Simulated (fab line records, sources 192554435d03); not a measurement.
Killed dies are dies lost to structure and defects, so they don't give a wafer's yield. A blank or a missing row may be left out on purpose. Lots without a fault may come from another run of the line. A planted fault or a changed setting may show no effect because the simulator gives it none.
Chamber matching | flow n5_finfet | N5_BEOL_M0_ALD_136 on ald_metal-04: 4 sister chambers
The step deposits TaN, pulse time 2 s, purge time 3 s, co reactant purge time 2 s. 4 wafers are shown with their chamber, then 8 later ones without.

WAFERS WITH THEIR CHAMBER
wafer  | chamber | heater_power_w (W)
L082.5 | 1       | 450
L087.5 | 3       | 380
L087.6 | 2       | 497
L089.1 | 0       | 431

WAFERS WITHOUT THEIR CHAMBER
wafer  | heater_power_w (W)
L089.3 | 435
L089.5 | 491
L091.2 | 418
L091.4 | 483
L091.6 | 436
L097.3 | 490
L097.4 | 379
L097.5 | 441

WHICH CHAMBER EACH WENT THROUGH
wafer  | from the rows above     | in truth
L089.3 | can't be placed: 0 or 1 | 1
L089.5 | 2                       | 2
L091.2 | 0                       | 0
L091.4 | 2                       | 2
L091.6 | can't be placed: 0 or 1 | 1
L097.3 | 2                       | 2
L097.4 | 3                       | 3
L097.5 | can't be placed: 1 or 0 | 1
Placed correctly: 5 of 8. Can't be placed from these rows: 3 (the true chamber is among the candidates in 3). Placed wrongly: 0.
How it was worked out, from the rows above alone: a wafer's distance from a chamber is the root of the sum, over the readings, of the square of ((its reading less the chamber's mean) divided by the reading's scatter). The wafer belongs to the nearest chamber; if the next one is less than 2 further off, it can't be placed. A chamber's mean is the mean of its shown wafers. The scatter: with one shown wafer a chamber, the root of the mean of the squares of how far each hidden wafer lies from its nearest shown one.
